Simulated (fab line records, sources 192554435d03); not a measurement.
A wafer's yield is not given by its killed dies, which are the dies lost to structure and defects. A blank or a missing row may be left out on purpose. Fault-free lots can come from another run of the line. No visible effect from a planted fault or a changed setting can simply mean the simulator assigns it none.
Lot-split experiment || flow n5-finfet || route with 1938 steps; 7 lots, 21 wafers read

## ABOUT THE SPLIT
At N5_BEOL_M7_VIA_ETCH_34 (etches SiCOH lowk in C4F6/O2, target depth 125.5 nm, time 50.5 s), the setting bias-w was moved away from the recipe's 185 W on 8 of the 21 wafers read, by -9.4% to +14.8%. The other wafers ran this setting at the recipe's value.

Reading taken at the split's own step.

## THE READING
rf-vpp-V, in V, at N5_BEOL_M7_VIA_ETCH_34 (etches SiCOH lowk in C4F6/O2, target depth 125.5 nm, time 50.5 s). Fault-free wafers of this fab line usually give 663 V, standard deviation 15 V.

{"wafer": "L074.1", "tool, chamber at the split": "rie-diel-06, 1", "bias-w as run, W": 212.3, "against the recipe": "+14.8%", "rf-vpp-V, V": 752, "against lot-mates on the recipe": "+80"}
{"wafer": "L074.5", "tool, chamber at the split": "rie-diel-06, 3", "bias-w as run, W": 185, "against the recipe": "recipe", "rf-vpp-V, V": 672, "against lot-mates on the recipe": "-"}
{"wafer": "L074.6", "tool, chamber at the split": "rie-diel-06, 2", "bias-w as run, W": 212.3, "against the recipe": "+14.8%", "rf-vpp-V, V": 713, "against lot-mates on the recipe": "+41"}
{"wafer": "L075.3", "tool, chamber at the split": "rie-diel-06, 1", "bias-w as run, W": 185, "against the recipe": "recipe", "rf-vpp-V, V": 673, "against lot-mates on the recipe": "-"}
{"wafer": "L075.4", "tool, chamber at the split": "rie-diel-06, 0", "bias-w as run, W": 185, "against the recipe": "recipe", "rf-vpp-V, V": 655, "against lot-mates on the recipe": "-"}
{"wafer": "L075.5", "tool, chamber at the split": "rie-diel-06, 0", "bias-w as run, W": 198.6, "against the recipe": "+7.4%", "rf-vpp-V, V": 693, "against lot-mates on the recipe": "+29"}
{"wafer": "L080.1", "tool, chamber at the split": "rie-diel-02, 3", "bias-w as run, W": 185, "against the recipe": "recipe", "rf-vpp-V, V": 658, "against lot-mates on the recipe": "-"}
{"wafer": "L080.2", "tool, chamber at the split": "rie-diel-02, 0", "bias-w as run, W": 212.2, "against the recipe": "+14.7%", "rf-vpp-V, V": 759, "against lot-mates on the recipe": "+93"}
{"wafer": "L080.3", "tool, chamber at the split": "rie-diel-02, 1", "bias-w as run, W": 185, "against the recipe": "recipe", "rf-vpp-V, V": 674, "against lot-mates on the recipe": "-"}
{"wafer": "L084.2", "tool, chamber at the split": "rie-diel-01, 2", "bias-w as run, W": 185, "against the recipe": "recipe", "rf-vpp-V, V": 677, "against lot-mates on the recipe": "-"}
{"wafer": "L084.3", "tool, chamber at the split": "rie-diel-01, 1", "bias-w as run, W": 185, "against the recipe": "recipe", "rf-vpp-V, V": 666, "against lot-mates on the recipe": "-"}
{"wafer": "L084.5", "tool, chamber at the split": "rie-diel-01, 3", "bias-w as run, W": 185, "against the recipe": "recipe", "rf-vpp-V, V": 661, "against lot-mates on the recipe": "-"}
{"wafer": "L089.2", "tool, chamber at the split": "rie-diel-02, 1", "bias-w as run, W": 185, "against the recipe": "recipe", "rf-vpp-V, V": 674, "against lot-mates on the recipe": "-"}
{"wafer": "L089.5", "tool, chamber at the split": "rie-diel-02, 3", "bias-w as run, W": 185, "against the recipe": "recipe", "rf-vpp-V, V": 656, "against lot-mates on the recipe": "-"}
{"wafer": "L089.6", "tool, chamber at the split": "rie-diel-02, 0", "bias-w as run, W": 185, "against the recipe": "recipe", "rf-vpp-V, V": 680, "against lot-mates on the recipe": "-"}
{"wafer": "L091.4", "tool, chamber at the split": "rie-diel-01, 0", "bias-w as run, W": 185, "against the recipe": "recipe", "rf-vpp-V, V": 640, "against lot-mates on the recipe": "-"}
{"wafer": "L091.5", "tool, chamber at the split": "rie-diel-01, 2", "bias-w as run, W": 167.6, "against the recipe": "-9.4%", "rf-vpp-V, V": 627, "against lot-mates on the recipe": -13}
{"wafer": "L091.6", "tool, chamber at the split": "rie-diel-01, 1", "bias-w as run, W": 167.6, "against the recipe": "-9.4%", "rf-vpp-V, V": 614, "against lot-mates on the recipe": -26}
{"wafer": "L095.3", "tool, chamber at the split": "rie-diel-02, 0", "bias-w as run, W": 185, "against the recipe": "recipe", "rf-vpp-V, V": 679, "against lot-mates on the recipe": "-"}
{"wafer": "L095.4", "tool, chamber at the split": "rie-diel-02, 3", "bias-w as run, W": 209.9, "against the recipe": "+13.5%", "rf-vpp-V, V": 725, "against lot-mates on the recipe": "+46"}
{"wafer": "L095.5", "tool, chamber at the split": "rie-diel-02, 2", "bias-w as run, W": 209.9, "against the recipe": "+13.5%", "rf-vpp-V, V": 760, "against lot-mates on the recipe": "+81"}

THE FIT
A straight line over all 21 wafers: rf-vpp-V changes by +5.14 V for each +1% of bias-w; r = +0.94; the points scatter about the line by 14 V.
The same after taking each lot's own level away (the mean of its wafers on the recipe; 21 wafers): +4.19 V for each +1%; r = +0.91; scatter 14 V.
That fit puts the effect of the largest move of bias-w on the reading at 62 V.
Measured against the standard deviation above, the lots' own levels, which go from 640.0 to 679.0 V, span 2.6 times it.
So the lot-to-lot level changes the slope: the two fits differ.
Check: with one of the wafers moved furthest among these (+14.8%) left out of the fit, the line predicts +62.5 V for it against its lot-mates. It came out at +80 V against them.
Tool readings at the split's step, against how far the setting was moved: rf-vpp-V r = +0.94.

## THESE WAFERS: OTHER SPLITS
These wafers also went through other splits before the reading. Each is held against what the fit with the lots' levels taken away leaves over:
{"other split on the same wafers": "N5_BEOL_M5_COAT_71 spin-rpm", "wafers away from the commonest value": 9, "r with rf-vpp-V (lot level and that fit taken away)": "+0.11"}
{"other split on the same wafers": "N5_BEOL_M6_EXPOSE_08 dose-mj", "wafers away from the commonest value": 6, "r with rf-vpp-V (lot level and that fit taken away)": -0.09}

## FILE'S OWN FIT
rf-vpp-V changes by +4.64 V for each +1% of bias-w, r = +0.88.
